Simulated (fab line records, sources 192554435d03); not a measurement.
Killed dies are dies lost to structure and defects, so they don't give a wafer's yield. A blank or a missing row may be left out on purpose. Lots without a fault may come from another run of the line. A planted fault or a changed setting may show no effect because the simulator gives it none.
One fault seen from 3 desks | flow n5_finfet | each desk has only its own numbers; what lay behind them comes last

THE METROLOGY DESK
What the gauges read, lot by lot, whatever tool the lot ran on: means of the sampled wafers that have a number. A lot is out of limits, marked OUT, if its mean lies more than 4 standard deviations from the usual mean; the brackets give that distance. Of its 12 readings 7 are shown: the one that was out of limits first, and those that lie furthest out on some lot.
Columns: A = cd_nm at N5_BEOL_M4_CD_MEAS_11, usual 16.83 nm; B = cd_nm at N5_BEOL_M4_CD_MEAS_18, usual 18.1 nm; C = DIBL_N at N5_BEOL_M4_RC_MEAS_101, usual 36.3 mV/V; D = DIBL_P at N5_BEOL_M4_RC_MEAS_101, usual 36.5 mV/V; E = IOFF_N at N5_BEOL_M4_RC_MEAS_101, usual 0.16 nA/um; F = IOFF_P at N5_BEOL_M4_RC_MEAS_101, usual 0.22 nA/um; G = SS_N at N5_BEOL_M4_RC_MEAS_101, usual 71.5 mV/dec
lot  | first seen here | A                | B               | C    | D    | E    | F    | G
L943 | day 7 17:29     | 16.79            | 18.0            | 37.0 | 38.0 | 0.18 | 0.25 | 71.7
L946 | day 8 13:14     | 16.71            | 18.0            | 37.3 | 37.4 | 0.16 | 0.24 | 71.5
L947 | day 8 14:23     | 17.02            | 18.2            | 38.2 | 40.4 | 0.22 | 0.29 | 72.7
L954 | day 10 04:26    | 12.77 (-14) OUT  | 13.6 (-13) OUT  | -    | -    | -    | -    | -
L956 | day 12 10:38    | 13.34 (-12) OUT  | 14.6 (-10) OUT  | -    | -    | -    | -    | -
L957 | day 12 20:28    | 17.04            | 18.2            | 35.2 | 35.1 | 0.16 | 0.21 | 71.8
L955 | day 12 20:38    | 14.22 (-9.3) OUT | 15.8 (-6.7) OUT | -    | -    | -    | -    | -
L958 | day 13 00:48    | 16.94            | 18.2            | 37.6 | 36.4 | 0.17 | 0.22 | 72.0
L959 | day 13 06:29    | 16.73            | 18.3            | 33.3 | 34.9 | 0.14 | 0.19 | 70.9
This desk's finding: out of limits on L954, L955, L956; first on L954, day 10 04:26 (cd_nm at N5_BEOL_M4_CD_MEAS_11). In limits: L943, L946, L947, L957, L958, L959.

THE DEFECT DESK
What the inspections along the route counted, lot by lot: means of the sampled wafers that have a number. A lot is out of limits, marked OUT, if its mean lies more than 4 standard deviations from the usual mean; the brackets give that distance.
Columns: A = raw_defect_count at N5_BEOL_M4_INSPECT_13, usual 405
lot  | first seen here | A
L943 | day 7 17:34     | 590
L946 | day 8 13:20     | 463
L947 | day 8 14:29     | 372
L954 | day 10 04:31    | 370
L956 | day 12 10:43    | 342
L957 | day 12 20:33    | 375
L955 | day 12 20:43    | 344
L958 | day 13 00:53    | 383
L959 | day 13 06:34    | 461
This desk's finding: nothing out of limits on any of the 9 lots.

THE TOOL OWNER'S DESK: euv_scanner-02
The tool's own readings at N5_BEOL_M4_EXPOSE_08 (exposes mask M4): means of the sampled wafers that have a number, for each lot that ran on this tool. A lot is out of limits, marked OUT, if its mean lies more than 4 standard deviations from the usual mean; the brackets give that distance.
Columns: A = exposure_dose_mJ_cm2 at N5_BEOL_M4_EXPOSE_08, usual 41.33; B = focus_offset_nm at N5_BEOL_M4_EXPOSE_08, usual -0.1 nm
lot  | first seen here | A               | B
L943 | day 7 17:22     | 41.14           | 0.1
L946 | day 8 13:07     | 41.13           | -0.3
L954 | day 10 04:18    | 34.18 (-32) OUT | -0.4
L956 | day 12 10:30    | 35.62 (-26) OUT | -0.1
L955 | day 12 20:30    | 36.71 (-21) OUT | 0.2
This desk's finding: out of limits on L954, L955, L956; first on L954, day 10 04:18 (exposure_dose_mJ_cm2 at N5_BEOL_M4_EXPOSE_08). In limits: L943, L946.

PUT TOGETHER
The tool owner's desk could have raised an alarm at day 10 04:18, on L954, L955, L956.
The metrology desk could have raised an alarm at day 10 04:26, on L954, L955, L956.
The defect desk saw nothing out of limits.
The defect desk has L954, L955, L956 on record, within its limits.
Of the lots named, all ran N5_BEOL_M4_EXPOSE_08 on euv_scanner-02.

WHAT THE SIMULATOR HAD PUT IN
Process parameter drift: euv_scanner-02, from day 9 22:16 on, at N5_BEOL_M4_EXPOSE_08. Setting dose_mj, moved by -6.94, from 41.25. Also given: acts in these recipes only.
Lots struck among those shown: L954, L955, L956.
Hours from the fault's start to each desk's first reading out of limits: the tool owner's desk, 6; the metrology desk, 6.
